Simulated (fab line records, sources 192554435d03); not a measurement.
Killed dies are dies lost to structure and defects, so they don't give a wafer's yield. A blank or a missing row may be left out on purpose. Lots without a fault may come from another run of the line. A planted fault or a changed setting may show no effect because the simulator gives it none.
A struck lot beside a sound one | flow n5_finfet | 24 steps out of a route of 1938
Sound: wafers L499.1, L499.2, L499.6. Struck: wafers L495.1, L495.5, L495.6. The cause comes at the end.
At each step with rows: each side's tool, then ch and its chambers, then its first start. Under that, the readings that differ: sound wafers | struck wafers | difference of the means | sigmas: that difference in standard deviations of wafers without a fault.
alike: readings whose means differ by less than 2 such deviations, and words and numbers that are the same on both sides. not compared: withheld readings, readings that some wafer has no value for, bounds like >300 that may hide the same value, and numbers for which the record gives no deviation and whose values overlap.
The two part at a step that has a row with sigmas, a row that says differs or no value, or rows on one side only. Numbers that don't overlap but have no deviation are shown without sigmas and don't part them. A reading that every wafer of one side lacks parts them only if that side has two wafers or more.

first, 11 steps without rows for these wafers: N5_BEOL_M15_VIA_ETCH_16 (etches SiO2 in C4F8/O2/Ar, target depth 1792.2 nm); N5_BEOL_M15_STRIP_63 (strips in O2); N5_BEOL_M15_STRIP_64 (strips in O2); N5_BEOL_M15_STRIP_65 (strips in post etch residue remover, time 60 s); N5_BEOL_M15_SRD_66 (time 30 s, dry time 30 s); N5_BEOL_M15_COAT_56 (time 60 s, resist thk 550 nm); N5_BEOL_M15_ETCH_57 (etches SOC in N2/H2, time 750 s); N5_BEOL_M15_COAT_60 (time 60 s, resist thk 89 nm); N5_BEOL_M15_COAT_22 (resist thk 800 nm); N5_BEOL_M15_EBR_24; N5_BEOL_M15_SOFTBAKE_23 (time 60 s).
N5_BEOL_M15_EXPOSE_25: exposes mask M15, target cd 400 nm.
  sound on krf_scanner-02 ch 0, day 18 14:47; struck on krf_scanner-01 ch 0, day 17 02:11
  reading              | sound             | struck            | difference | sigmas
  exposure_dose_mJ_cm2 | 35.44 35.44 35.42 | 36.08 36.10 36.12 | +0.67      | +18
  alike: mask
then, 3 steps without rows for these wafers: N5_BEOL_M15_PEB_26 (peb time 90 s); N5_BEOL_M15_DEVELOP_27 (develop time 45 s); N5_BEOL_M15_HARDBAKE_32 (time 120 s).
N5_BEOL_M15_DESCUM_33: chemistry O2, time 7.9 s.
  sound on rie_diel-05 ch 1,2,3, day 18 15:17; struck on rie_diel-05 ch 1,2, day 17 02:27
  reading                   | sound           | struck            | difference | sigmas
  model.BEOL_M15.cd_nm (nm) | 407.4 409 408.2 | 409.6 411.2 412.2 | +2.8       |
  alike: drypump_motor_current_A, oes_product_au, rf_vpp_V, showerhead_plenum_p_Torr, throttle_valve_pct
  not compared: rf_hours_counter_h
then, 5 steps without rows for these wafers: N5_BEOL_M15_ETCH_61 (etches BARC in N2/H2, target depth 89 nm, overetch 26.7 nm, time 67.9 s); N5_BEOL_M15_TRENCH_ETCH_34 (etches SiO2 in C4F8/O2/Ar, target depth 872.93 nm, time 199 s); N5_BEOL_M15_STRIP_36 (strips in O2); N5_BEOL_M15_STRIP_62 (strips in O2); N5_BEOL_M15_STRIP_37 (strips in O2).
N5_BEOL_M15_ETCH_38: etches SiCN in CF4/N2, target depth 106.4 nm, time 120.5 s.
  sound on rie_diel-04 ch 0,1,2; struck on rie_diel-04 ch 0,1,3
  reading                   | sound             | struck        | difference | sigmas
  model.BEOL_M15.cd_nm (nm) | 398.4 400.4 400.6 | 402 404 404.8 | +4         |
  alike: drypump_motor_current_A, oes_product_au, rf_vpp_V, showerhead_plenum_p_Torr, throttle_valve_pct
  not compared: rf_hours_counter_h
then, 2 steps without rows for these wafers: N5_BEOL_M15_PRECLEAN_39 (cleans in residue remover, time 60 s); N5_PASSIVATION_PROBE_49.

WHERE THEY PART
Only at N5_BEOL_M15_EXPOSE_25, within this record. Later steps at which nothing parts them and some readings are alike: N5_BEOL_M15_DESCUM_33, N5_BEOL_M15_ETCH_38.

WHY: what the simulator had put in
Process parameter drift: krf_scanner-01, from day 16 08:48 on, at N5_BEOL_M15_EXPOSE_25. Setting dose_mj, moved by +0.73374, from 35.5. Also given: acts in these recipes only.
